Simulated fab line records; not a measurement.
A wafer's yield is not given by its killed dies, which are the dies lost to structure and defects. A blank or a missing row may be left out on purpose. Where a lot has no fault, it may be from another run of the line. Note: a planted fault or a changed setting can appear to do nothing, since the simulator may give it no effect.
Split-lot study	flow n5 finfet	39 wafers read from 7 lots, route of 1938 steps

THE SPLIT
At N5_BEOL_M12_ETCH_59 (etches BARC in N2/H2, target depth 89 nm, overetch 26.7 nm, time 67.9 s), the setting target depth a was moved away from the recipe's 890 angstrom on 12 of the 39 wafers read, by -46.2% to +59.3%. All remaining wafers had this setting at the recipe value.

There is no step in the file separating the split from the reading.

THE READING
coat_of_BEOL_M12_COAT_04.thk nm (the simulator's own value, which no gauge read), in nm, at N5_BEOL_M12_VIA_ETCH_16 (etches SiOC in C4F8/O2/Ar, target depth 724.8 nm). The file does not state a usual value for it. Across the 27 wafers here that went through the recipe, the average is 124.5 nm and the standard deviation 2.6 nm.

wafer	tool, chamber at the split	target depth a as run, angstrom	against the recipe	coat_of_BEOL_M12_COAT_04.thk nm, nm	against lot-mates on the recipe
L086.1	rie diel-01, 0	890	recipe	123.8	-
L086.2	rie diel-01, 2	890	recipe	124.4	-
L086.3	rie diel-01, 1	478.5	-46.2%	144	+21.2
L086.4	rie diel-01, 0	478.5	-46.2%	144.4	+21.6
L086.5	rie diel-01, 2	890	recipe	120.2	-
L086.6	rie diel-01, 1	478.5	-46.2%	141.6	+18.8
L087.2	rie diel-01, 0	890	recipe	130	-
L087.4	rie diel-01, 1	890	recipe	126	-
L087.6	rie diel-01, 2	890	recipe	124.6	-
L090.1	rie diel-03, 2	890	recipe	126	-
L090.2	rie diel-03, 0	890	recipe	127.6	-
L090.3	rie diel-03, 1	890	recipe	121	-
L090.4	rie diel-03, 3	890	recipe	123.8	-
L090.5	rie diel-03, 1	890	recipe	118.8	-
L090.6	rie diel-03, 0	890	recipe	122.4	-
L094.1	rie diel-01, 2	890	recipe	128	-
L094.2	rie diel-01, 0	1268	+42.5%	107.6	-17.7
L094.3	rie diel-01, 3	890	recipe	126.2	-
L094.4	rie diel-01, 1	890	recipe	121.6	-
L094.5	rie diel-01, 2	1268	+42.5%	103	-22.3
L094.6	rie diel-01, 1	1268	+42.5%	99.2	-26.1
L095.1	rie diel-03, 2	597.5	-32.9%	144	+20.3
L095.2	rie diel-03, 3	890	recipe	125.4	-
L095.3	rie diel-03, 1	890	recipe	122.4	-
L095.4	rie diel-03, 3	890	recipe	123.2	-
L095.5	rie diel-03, 2	597.5	-32.9%	138.8	+15.1
L095.6	rie diel-03, 1	597.5	-32.9%	138.4	+14.7
L096.1	rie diel-03, 0	890	recipe	124.4	-
L096.2	rie diel-03, 1	890	recipe	121.4	-
L096.3	rie diel-03, 2	890	recipe	127	-
L096.4	rie diel-03, 3	890	recipe	124	-
L096.5	rie diel-03, 3	890	recipe	127.2	-
L096.6	rie diel-03, 2	890	recipe	124.8	-
L097.1	rie diel-06, 1	890	recipe	127	-
L097.2	rie diel-06, 2	890	recipe	124.6	-
L097.3	rie diel-06, 0	1418	+59.3%	101	-24.9
L097.4	rie diel-06, 3	890	recipe	126.2	-
L097.5	rie diel-06, 2	1418	+59.3%	96.6	-29.3
L097.6	rie diel-06, 1	1418	+59.3%	96.2	-29.7

FIT RESULTS
A straight line over all 39 wafers: coat_of_BEOL_M12_COAT_04.thk nm changes by -0.453 nm for each +1% of target depth a; r = -0.97; the points scatter about the line by 2.7 nm.
The same after taking each lot's own level away (the mean of its wafers on the recipe; 39 wafers): -0.479 nm for each +1%; r = -0.98; scatter 2.5 nm.
On that fit, the largest move of target depth a shifts the reading by 28 nm.
From 122.80 to 126.87 nm: that is the span of the lots' own levels, equal to 1.6 times the standard deviation above.
Hence the lot-to-lot level has little effect on the slope; both slopes agree.
Check: with one of the wafers moved furthest among these (+59.3%) left out of the fit, the line predicts -29.2 nm for it against its lot-mates. Against them it came out at -24.9 nm.

FURTHER SPLITS ON THESE WAFERS
Before the reading, these wafers also passed through other splits. Each is held against what the fit with the lots' levels taken away leaves over:
other split on the same wafers	wafers away from the commonest value	r with coat_of_BEOL_M12_COAT_04.thk nm (lot level and that fit taken away)
N5_BEOL_M7_TRENCH_ETCH_37 target depth a	9	-0.01

THE WHOLE CHAIN: every reading that the file lists as answering this split, in the file's order
step	what it does	reading	change (the file's fit)	r (the file's)
N5_BEOL_M12_ETCH_59	etches BARC in N2/H2, target depth 89 nm, overetch 26.7 nm, time 67.9 s	coat_of_BEOL_M12_COAT_04.thk nm (the simulator's own value, which no gauge read)	-0.467 nm for each +1% of the setting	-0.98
N5_BEOL_M12_VIA_ETCH_16	etches SiOC in C4F8/O2/Ar, target depth 724.8 nm	coat_of_BEOL_M12_COAT_04.thk nm (the simulator's own value, which no gauge read)	-0.479 nm for each +1% of the setting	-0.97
N5_BEOL_M12_STRIP_63	strips in N2/H2	strip time to endpoint s	withheld for each +1% of the setting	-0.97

FILE'S OWN FIT
coat_of_BEOL_M12_COAT_04.thk nm changes by -0.479 nm for each +1% of target depth a, r = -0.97.
